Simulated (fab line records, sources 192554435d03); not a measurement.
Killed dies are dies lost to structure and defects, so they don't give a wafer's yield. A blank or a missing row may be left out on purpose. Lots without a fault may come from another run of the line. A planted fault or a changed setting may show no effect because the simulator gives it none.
fab line records | flow n5_finfet
record lots=6 wafers=18 last_day=17
route steps=1938 shown BEOL_M7@1327 BEOL_M8@1332
lots that met no fault: from a run of the same line without faults
start_h: hours from the record's first day to the start of the lot's first wafer shown | wait_h: hours since the lot's step before | " the same as in the row above | L1.1+2: a row that stands for several wafers | - no value, or no start given | * or withheld: withheld | < > ~ a bound
route shown NAME@n: a module of which the file shows steps, and the number in the route of the first | usual: mean/standard deviation of fault-free wafers | same: alike in all rows | chamber/n: place in a boat | sites: the reading at each site | _std_site: their standard deviation | _edge_site: outer sites' mean less inner sites' | radius_mm: how far each site lies from the wafer's centre | mask NAME#n: copy n | behind: the tool/chamber that last shaped the wafer | hold: why the lot was held/for how many hours/how that ended | device: the transistor (n, p or np) that didn't switch | end of line: the same wafers' tests at the end of the route | a step without rows: its recipe alone | killed: dies lost to structure and defects at the first sort, not the wafer's yield | map: a wafer's dies, x killed, . not, _ none there
set.NAME: the setting as run; set.NAME@STEP: as run at that earlier step | model.NAME: the simulator's own value behind a step, which no gauge read
lots at some steps of the route; a table a step, a row a wafer
services: from which hour (start_h, from the record's first day; less than 0 if before it) a tool's chamber was out of use, for how many hours, and why
## steps
# step N5_BEOL_M7_THK_MEAS_53
# recipe thk_meas_gauge=xrf reads=Cu_of_BEOL_M7_ECD_50
# usual M7_THK=80.3/1.7
# columns lot.wafer tool chamber start_h wait_h M7_THK[nm]
L491.1 film_metro-02 - 223.59 - 79.8
L491.4 " - " " 77.0
L491.6 " - " " 78.2
L492.1 film_metro-02 - 233.68 - 78.7
L492.3 " - " " 82.9
L492.5 " - " " 78.5
L502.2 film_metro-02 - 302.20 - 80.0
L502.3 " - " " 82.4
L502.6 " - " " 79.7
L505.1 film_metro-01 - 310.05 - 80.1
L505.4 " - " " 82.4
L505.6 " - " " 79.6
L508.1 film_metro-01 - 332.73 - 80.8
L508.3 " - " " 79.9
L508.4 " - " " 79.8
L511.1 film_metro-02 - 341.25 - 77.5
L511.3 " - " " 80.4
L511.4 " - " " 78.2
# step N5_BEOL_M7_PRE_CLEAN_55
# recipe gas=NH3 time_s=15 temp_c=withheld rf_power_w=300
# step N5_BEOL_M7_DEP_56
# recipe material=SiCN target_thk_a=100 temp_c=withheld precursor=3MS/NH3 pressure_torr=3 rf_w=202 time_s=17.5
# usual showerhead_plenum_p_Torr=3.662/0.0094 throttle_valve_pct=8.97/0.24
# columns lot.wafer tool chamber start_h wait_h showerhead_plenum_p_Torr throttle_valve_pct
L491.1 pecvd-02 0 223.67 0.0 3.651 8.94
L491.4 " 1 " " 3.669 9.09
L491.6 " 0 " " 3.662 9.06
L492.1 pecvd-02 2 233.74 0.0 3.659 8.48
L492.3 " 0 " " 3.655 8.88
L492.5 " 1 " " 3.669 8.88
L502.2 pecvd-02 0 302.26 0.0 3.667 9.05
L502.3 " 2 " " 3.665 8.37
L502.6 " 2 " " 3.673 8.73
L505.1 pecvd-03 1 310.11 0.0 3.657 9.53
L505.4 " 2 " " 3.651 9.03
L505.6 " 0 " " 3.674 9.05
L508.1 pecvd-02 2 332.79 0.0 3.666 8.69
L508.3 " 0 " " 3.655 8.97
L508.4 " 0 " " 3.655 9.10
L511.1 pecvd-03 0 341.31 0.0 3.675 9.25
L511.3 " 1 " " 3.658 9.44
L511.4 " 2 " " 3.661 8.93
# step N5_BEOL_M7_RS_MEAS_57
# recipe thk_meas_gauge=four-point-probe reads=Cu_of_BEOL_M7_ECD_50+Co_of_BEOL_M7_CVD_78+TaN_of_BEOL_M7_ALD_77
# usual M7_RS=0.286/0.0068
# columns lot.wafer tool chamber start_h wait_h M7_RS[ohm/sq]
L491.1 film_metro-02 - 223.75 0.1 0.288
L491.4 " - " " 0.299
L491.6 " - " " 0.293
L492.1 film_metro-01 - 233.81 0.1 0.291
L492.3 " - " " 0.275
L492.5 " - " " 0.294
L502.2 film_metro-01 - 302.33 0.1 0.287
L502.3 " - " " 0.275
L502.6 " - " " 0.288
L505.1 film_metro-01 - 310.18 0.1 0.288
L505.4 " - " " 0.279
L505.6 " - " " 0.290
L508.1 film_metro-02 - 332.86 0.1 0.282
L508.3 " - " " 0.285
L508.4 " - " " 0.286
L511.1 film_metro-01 - 341.38 0.1 0.295
L511.3 " - " " 0.282
L511.4 " - " " 0.292
# step N5_BEOL_M7_INSPECT_58
# recipe inspect_instrument=darkfield mode=post_dep
# usual raw_defect_count=67/20
# columns lot.wafer tool chamber start_h wait_h raw_defect_count
L491.1 defect_inspect-02 - 223.78 0.0 72
L491.4 " - " " 84
L491.6 " - " " 68
L492.1 defect_inspect-01 - 233.84 0.0 78
L492.3 " - " " 127
L492.5 " - " " 63
L502.2 defect_inspect-01 - 302.35 0.0 50
L502.3 " - " " 63
L502.6 " - " " 50
L505.1 defect_inspect-02 - 310.20 0.0 44
L505.4 " - " " 51
L505.6 " - " " 60
L508.1 defect_inspect-01 - 332.89 0.0 64
L508.3 " - " " 49
L508.4 " - " " 56
L511.1 defect_inspect-01 - 341.41 0.0 44
L511.3 " - " " 58
L511.4 " - " " 43
# step N5_BEOL_M8_ILD_DEP_00
# recipe material=SiCOH_lowk target_thk_a=1797.5 temp_c=300 precursor=DEMS/porogen pressure_torr=5 rf_w=500 time_s=33.4
# step N5_BEOL_M8_CURE_74
# recipe temp_c=385 time_s=240 ambient=He/Ar material=SiCOH_lowk
# usual lamp_power_pct=52.32/0.053 wafer_temp_C_max=387.1/0.58
# columns lot.wafer tool chamber start_h wait_h lamp_power_pct wafer_temp_C_max
L491.1 uv_cure-02 1 223.88 0.0 52.37 388.0
L491.4 " 1 " " 52.35 388.0
L491.6 " 1 " " 52.39 387.5
L492.1 uv_cure-03 2 233.94 0.0 52.28 387.5
L492.3 " 2 " " 52.30 387.9
L492.5 " 2 " " 52.25 387.2
L502.2 uv_cure-01 0 302.61 0.2 52.30 387.2
L502.3 " 0 " " 52.31 386.8
L502.6 " 0 " " 52.33 387.7
L505.1 uv_cure-03 2 310.30 0.0 52.31 387.2
L505.4 " 2 " " 52.32 387.5
L505.6 " 2 " " 52.25 387.8
L508.1 uv_cure-02 1 332.99 0.0 52.28 387.1
L508.3 " 1 " " 52.30 387.5
L508.4 " 1 " " 52.39 387.3
L511.1 uv_cure-02 1 341.51 0.0 52.20 387.9
L511.3 " 1 " " 52.35 387.4
L511.4 " 1 " " 52.32 387.3
# step N5_BEOL_M8_THK_MEAS_01
# recipe reads=SiCOH_lowk_of_BEOL_M8_ILD_DEP_00
# usual M8_ILD_THK=155.0/2
# columns lot.wafer tool chamber start_h wait_h M8_ILD_THK[nm]
L491.1 film_metro-02 - 224.39 0.4 159.0
L491.4 " - " " 159.3
L491.6 " - " " 160.5
L492.1 film_metro-01 - 234.45 0.4 153.1
L492.3 " - " " 151.4
L492.5 " - " " 154.7
L502.2 film_metro-01 - 303.45 0.7 154.8
L502.3 " - " " 154.0
L502.6 " - " " 155.5
L505.1 film_metro-01 - 310.82 0.4 153.2
L505.4 " - " " 158.0
L505.6 " - " " 157.8
L508.1 film_metro-02 - 333.50 0.4 154.4
L508.3 " - " " 154.0
L508.4 " - " " 155.3
L511.1 film_metro-01 - 342.02 0.4 151.4
L511.3 " - " " 152.9
L511.4 " - " " 154.3
# step N5_BEOL_M8_PECVD_70
# recipe material=SiO2 target_thk_a=200 temp_c=400 precursor=TEOS/O2 pressure_torr=5.5 rf_w=450 teos_flow_sccm=53.8 gas=O2 flow_sccm=3000 time_s=22.7
# step N5_BEOL_M8_HM_DEP_02
# recipe material=TiN target_thk_a=200 temp_c=25 chamber_pressure_pa=0.49996
# usual throttle_valve_pct=30.4/0.97
# columns lot.wafer tool chamber start_h wait_h throttle_valve_pct
L491.1 pvd_sputter-02 - 225.26 0.8 28.8
L491.4 " - " " 29.4
L491.6 " - " " 29.9
L492.1 pvd_sputter-01 - 235.66 1.2 31.1
L492.3 " - " " 30.1
L492.5 " - " " 31.2
L502.2 pvd_sputter-03 - 305.87 2.4 31.6
L502.3 " - " " 29.2
L502.6 " - " " 32.3
L505.1 pvd_sputter-01 - 311.74 0.9 30.4
L505.4 " - " " 30.5
L505.6 " - " " 30.1
L508.1 pvd_sputter-01 - 334.93 1.4 30.5
L508.3 " - " " 30.6
L508.4 " - " " 31.0
L511.1 pvd_sputter-03 - 343.88 1.8 32.4
L511.3 " - " " 29.5
L511.4 " - " " 29.8
# step N5_BEOL_M8_COAT_59
# recipe resist=SOC temp_c=250 time_s=60 spin_rpm=1500 resist_thk_nm=100
# step N5_BEOL_M8_COAT_60
# recipe resist=SiARC temp_c=220 time_s=60 spin_rpm=1500 resist_thk_nm=35
# step N5_BEOL_M8_COAT_05
# recipe resist=CAR-ArF spin_rpm=1500 resist_thk_nm=90
# usual chill_plate_temp_C=23.00/0.12 dispense_pressure_kPa=51/4 resist_line_temp_C=23.01/0.12 spin_speed_rpm=1500.2/1.2
# columns lot.wafer tool chamber start_h wait_h chill_plate_temp_C dispense_pressure_kPa resist_line_temp_C spin_speed_rpm model.CAR-ArF_of_BEOL_M8_COAT_05.thk_nm
L491.1 litho_track-02 0 225.39 - 23.22 55 23.07 1500.7 90.2
L491.4 " 0 " " 23.27 55 23.10 1500.1 90
L491.6 " 0 " " 23.15 55 23.03 1502.0 90.2
L492.1 litho_track-03 0 235.79 - 23.11 46 23.03 1501.3 90.2
L492.3 " 0 " " 23.08 46 23.06 1500.2 90.2
L492.5 " 0 " " 23.20 46 23.16 1502.1 90.4
L502.2 litho_track-02 0 306.01 - 23.11 55 23.11 1588.8 87
L502.3 " 0 " " 22.99 55 23.04 1587.6 87
L502.6 " 0 " " 22.86 55 22.89 1588.9 87.2
L505.1 litho_track-02 0 311.88 - 22.99 55 23.01 1589.0 87.4
L505.4 " 0 " " 22.86 55 22.95 1588.7 87.8
L505.6 " 0 " " 22.93 55 22.86 1589.8 87.4
L508.1 litho_track-03 0 335.06 - 22.96 46 23.27 1499.4 89.8
L508.3 " 0 " " 22.98 46 23.34 1500.8 89.8
L508.4 " 0 " " 23.08 46 23.20 1500.5 89.6
L511.1 litho_track-03 0 344.01 - 22.96 46 23.17 1502.3 89.4
L511.3 " 0 " " 23.01 46 22.95 1502.2 89.2
L511.4 " 0 " " 23.05 46 23.10 1500.7 89.4
# step N5_BEOL_M8_EBR_07
# recipe solvent=PGMEA ebr_width_mm=1.5
# step N5_BEOL_M8_SOFTBAKE_06
# recipe temp_c=110 time_s=60 resist=CAR-ArF
# step N5_BEOL_M8_EXPOSE_08
# recipe mask_id=M8 na=1.35 source_shape=dipole sigma_inner=0.817 sigma_outer=0.97 polarization=te dose_mj=68.25
# step N5_BEOL_M8_PEB_09
# recipe peb_temp_c=withheld peb_time_s=60 resist=CAR-ArF
# step N5_BEOL_M8_DEVELOP_10
# recipe develop_time_s=30 developer=TMAH resist=CAR-ArF rinse_liquid=diw dry=air_spin dev_temp_c=23
# step N5_BEOL_M8_CD_MEAS_11
# recipe target_cd_nm=38.5 landing_energy_ev=500 detector=se_inlens polarity=opening
# usual cd_nm=38.4/0.41
# columns lot.wafer tool chamber start_h wait_h cd_nm
L491.1 cd_sem-01 0 225.76 - 39.1
L491.4 " 0 " " 38.9
L491.6 " 0 " " 38.3
L492.1 cd_sem-02 0 236.04 - 39.1
L492.3 " 0 " " 39.0
L492.5 " 0 " " 38.6
L502.2 cd_sem-02 0 306.44 - 38.7
L502.3 " 0 " " 39.0
L502.6 " 0 " " 38.5
L505.1 cd_sem-03 0 312.24 - 38.9
L505.4 " 0 " " 38.8
L505.6 " 0 " " 38.3
L508.1 cd_sem-03 0 335.42 - 38.6
L508.3 " 0 " " 38.0
L508.4 " 0 " " 38.0
L511.1 cd_sem-03 0 344.25 - 38.2
L511.3 " 0 " " 38.1
L511.4 " 0 " " 37.8
# step N5_BEOL_M8_OVL_MEAS_12
# recipe points_per_wafer=44
# usual M8_OVL=-0.3/0.65
# columns lot.wafer tool chamber start_h wait_h M8_OVL[nm]
L491.1 overlay-02 0 225.79 0.0 0.7
L491.4 " 0 " " 0.0
L491.6 " 0 " " 0.5
L492.1 overlay-01 0 236.07 0.0 -0.5
L492.3 " 0 " " -1.1
L492.5 " 0 " " -0.5
L502.2 overlay-01 0 306.47 0.0 1.0
L502.3 " 0 " " -0.5
L502.6 " 0 " " 1.0
L505.1 overlay-02 0 312.27 0.0 -1.1
L505.4 " 0 " " -1.1
L505.6 " 0 " " -0.3
L508.1 overlay-01 0 335.45 0.0 0.1
L508.3 " 0 " " 0.9
L508.4 " 0 " " -0.2
L511.1 overlay-01 0 344.28 0.0 -0.2
L511.3 " 0 " " 0.0
L511.4 " 0 " " 0.1
# step N5_BEOL_M8_INSPECT_13
# recipe mode=adi inspect_instrument=brightfield
# usual raw_defect_count=399/90
# columns lot.wafer tool chamber start_h wait_h raw_defect_count
L491.1 defect_inspect-01 - 225.81 0.0 446
L491.4 " - " " 463
L491.6 " - " " 433
L492.1 defect_inspect-02 - 236.09 0.0 400
L492.3 " - " " 538
L492.5 " - " " 426
L502.2 defect_inspect-02 - 306.49 0.0 373
L502.3 " - " " 519
L502.6 " - " " 346
L505.1 defect_inspect-01 - 312.30 0.0 350
L505.4 " - " " 411
L505.6 " - " " 286
L508.1 defect_inspect-01 - 335.48 0.0 321
L508.3 " - " " 273
L508.4 " - " " 465
L511.1 defect_inspect-02 - 344.30 0.0 417
L511.3 " - " " 376
L511.4 " - " " 307
# step N5_BEOL_M8_DESCUM_16
# recipe chemistry=O2 time_s=7.9 source_power_w=50 bias_power_w=20 pressure_mtorr=20 rf_frequency_hz=2.712e+07 temp_c=40 resist=CAR-ArF o2_flow_sccm=225
# usual drypump_motor_current_A=5.9/0.5 oes_product_au=0.78/0.077 rf_vpp_V=243.9/1.4 showerhead_plenum_p_Torr=2.14/0.057 throttle_valve_pct=20.44/0.2
# columns lot.wafer tool chamber start_h wait_h drypump_motor_current_A oes_product_au rf_hours_counter_h rf_vpp_V showerhead_plenum_p_Torr throttle_valve_pct
L491.1 rie_diel-02 2 225.84 0.0 6.1 0.94 6 245.1 2.23 20.35
L491.4 " 1 " " 5.0 0.86 53 240.8 2.04 20.36
L491.6 " 0 " " 6.2 0.71 - 244.9 2.16 20.44
L492.1 rie_diel-03 1 236.12 0.0 6.7 0.71 196 243.3 2.16 20.12
L492.3 " 3 " " 6.1 0.75 178 244.2 2.08 20.53
L492.5 " 3 " " 6.1 0.74 - 243.4 2.08 20.52
L502.2 rie_diel-05 3 306.59 0.1 6.4 0.69 235 245.6 2.15 20.67
L502.3 " 0 " " 5.7 0.71 175 244.1 2.17 20.59
L502.6 " 0 " " 5.7 0.70 - 245.5 2.17 20.58
L505.1 rie_diel-03 1 312.33 0.0 6.7 0.70 220 244.0 2.15 20.15
L505.4 " 2 " " 5.8 0.82 84 245.7 2.21 20.66
L505.6 " 2 " " 5.8 0.81 - 245.4 2.21 20.66
L508.1 rie_diel-02 2 336.72 1.2 6.0 0.85 45 245.8 2.21 20.42
L508.3 " 0 " " 6.2 0.68 236 243.8 2.15 20.48
L508.4 " 3 " " 5.8 0.78 147 244.4 2.18 20.63
L511.1 rie_diel-05 3 344.40 0.1 6.3 0.68 241 243.1 2.15 20.68
L511.3 " 2 " " 5.9 0.89 23 241.9 2.15 20.05
L511.4 " 3 " " 6.3 0.68 - 244.6 2.15 20.68
# step N5_BEOL_M8_ETCH_61
# recipe chemistry=CF4 target=SiARC target_depth_a=455 mask_material=CAR-ArF time_s=75.8 ion_energy_ev=80 pressure_mtorr=40 source_w=545 bias_w=36 Ar_flow_sccm=100 cf4_flow_sccm=100 ends=cleared
# usual drypump_motor_current_A=5.9/0.5 etch_rf_on_time_s=76.0/1 oes_product_au=0.67/0.062 rf_vpp_V=184.6/1.1 showerhead_plenum_p_Torr=2.18/0.059 throttle_valve_pct=15.61/0.23
# columns lot.wafer tool chamber start_h wait_h drypump_motor_current_A etch_rf_on_time_s oes_product_au rf_hours_counter_h rf_vpp_V showerhead_plenum_p_Torr throttle_valve_pct model.CAR-ArF_of_BEOL_M8_COAT_05.thk_nm
L491.1 rie_diel-02 2 225.88 0.0 6.0 76.2 0.79 6 186.4 2.28 15.50 51
L491.4 " 1 " " 5.0 76.7 0.73 53 183.7 2.09 15.47 50.8
L491.6 " 0 " " 6.2 76.4 0.61 - 184.9 2.22 15.73 51.2
L492.1 rie_diel-03 1 236.16 0.0 6.7 77.0 0.62 196 183.9 2.21 15.38 51
L492.3 " 3 " " 6.1 75.3 0.63 178 183.8 2.13 15.71 51
L492.5 " 3 " " 6.2 75.4 0.63 - 183.7 2.13 15.70 51.2
L502.2 rie_diel-05 3 306.62 0.0 6.4 75.4 0.60 235 184.6 2.20 15.92 47.8
L502.3 " 0 " " 5.7 74.9 0.61 175 185.8 2.22 15.81 48
L502.6 " 0 " " 5.7 74.2 0.61 - 184.7 2.22 15.80 48
L505.1 rie_diel-03 1 312.37 0.0 6.7 77.6 0.60 220 185.1 2.20 15.40 48.2
L505.4 " 2 " " 5.8 75.5 0.69 84 185.7 2.25 15.77 48.6
L505.6 " 2 " " 5.8 75.5 0.69 - 183.6 2.25 15.77 48.4
L508.1 rie_diel-02 2 336.75 0.0 6.1 76.2 0.72 45 185.6 2.26 15.57 50.8
L508.3 " 0 " " 6.2 76.6 0.58 236 182.9 2.21 15.79 51
L508.4 " 3 " " 5.8 74.9 0.67 147 186.4 2.23 15.84 50.6
L511.1 rie_diel-05 3 344.43 0.0 6.4 75.7 0.58 241 184.6 2.20 15.92 50.4
L511.3 " 2 " " 5.9 74.5 0.76 23 185.0 2.18 15.14 50.4
L511.4 " 3 " " 6.4 75.7 0.59 - 183.8 2.20 15.92 50.4
# step N5_BEOL_M8_ETCH_62
# recipe chemistry=N2/H2 target=SOC target_depth_a=1100 overetch_a=220 mask_material=SiARC temp_c=40 time_s=165 ion_energy_ev=200 pressure_mtorr=30 source_w=840 bias_w=150 n2_flow_sccm=200 h2_flow_sccm=200
# usual drypump_motor_current_A=5.9/0.5 oes_product_au=0.66/0.06 rf_vpp_V=525.2/2.2 showerhead_plenum_p_Torr=2.59/0.076 throttle_valve_pct=17.82/0.26
# columns lot.wafer tool chamber start_h wait_h drypump_motor_current_A oes_product_au rf_hours_counter_h rf_vpp_V showerhead_plenum_p_Torr throttle_valve_pct
L491.1 rie_diel-02 2 225.94 0.0 6.1 0.80 6 528.5 2.71 17.68
L491.4 " 1 " " 5.0 0.73 53 521.2 2.49 17.83
L491.6 " 0 " " 6.2 0.61 - 528.5 2.63 17.84
L492.1 rie_diel-03 1 236.21 0.0 6.7 0.63 196 525.8 2.63 17.52
L492.3 " 3 " " 6.2 0.63 178 522.5 2.53 17.87
L492.5 " 3 " " 6.1 0.63 - 523.4 2.53 17.88
L502.2 rie_diel-05 3 306.68 0.0 6.4 0.59 235 524.9 2.60 17.99
L502.3 " 0 " " 5.7 0.60 175 526.7 2.65 18.14
L502.6 " 0 " " 5.7 0.60 - 525.6 2.65 18.15
L505.1 rie_diel-03 1 312.42 0.0 6.7 0.60 220 526.6 2.62 17.57
L505.4 " 2 " " 5.8 0.68 84 527.7 2.69 18.12
L505.6 " 2 " " 5.8 0.68 - 526.3 2.69 18.12
L508.1 rie_diel-02 2 336.81 0.0 6.0 0.72 45 529.8 2.70 17.77
L508.3 " 0 " " 6.2 0.59 236 524.9 2.61 17.91
L508.4 " 3 " " 5.8 0.65 147 526.4 2.65 18.09
L511.1 rie_diel-05 3 344.49 0.0 6.4 0.58 241 524.0 2.60 17.99
L511.3 " 2 " " 5.9 0.75 23 525.5 2.59 17.32
L511.4 " 3 " " 6.4 0.59 - 525.6 2.60 18.02
## services
# columns tool chamber start_h hours kind
pecvd-02 2 202.38 - clean
pecvd-02 2 202.38 - consumable_replace:showerhead
pecvd-02 2 202.38 29.0 scheduled_down
pecvd-02 2 202.38 29.0 vent_cycle
pecvd-03 - 214.46 1.7 repair
uv_cure-01 - 220.60 2.1 pm
rie_diel-03 1 222.81 2.7 repair
pecvd-03 - 225.74 3.7 repair
rie_diel-02 0 236.29 1.6 repair
rie_diel-05 2 248.47 1.5 repair
rie_diel-05 2 250.18 - clean
rie_diel-05 2 250.18 - consumable_replace:focus_ring
rie_diel-05 2 250.18 13.4 scheduled_down
rie_diel-05 2 250.18 13.4 vent_cycle
rie_diel-03 0 253.76 5.9 repair
rie_diel-05 1 276.26 3.2 repair
pvd_sputter-01 - 283.92 0.7 repair
litho_track-02 - 285.06 - consumable_replace:filter
uv_cure-02 - 291.28 1.2 repair
pecvd-02 - 307.15 0.7 repair
litho_track-03 - 311.52 - consumable_replace:filter
rie_diel-05 - 322.76 14.6 pm
uv_cure-03 - 331.52 1.0 pm
rie_diel-05 0 341.64 21.4 repair
## key
first_sign step=N5_BEOL_M8_COAT_05 reading=spin_speed_rpm direction=up sigmas=76 usual=* struck=*
effect none on later readings
model_effect step=N5_BEOL_M8_COAT_05 value=CAR-ArF_of_BEOL_M8_COAT_05.thk_nm without=89.9 struck=87.3
model_effect step=N5_BEOL_M8_ETCH_61 value=CAR-ArF_of_BEOL_M8_COAT_05.thk_nm without=50.73 struck=48.17
met_at N5_BEOL_M8_COAT_05
struck_wafers L502.2,L502.3,L502.6,L505.1,L505.4,L505.6
onset_between 225.39 306.01
fault kind=process_parameter_drift tool=litho_track-02 chamber=- onset_h=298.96 steps=N5_BEOL_M8_COAT_05 channel=spin_rpm offset=* shape=step end_h=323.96 acts_in=* stated=*
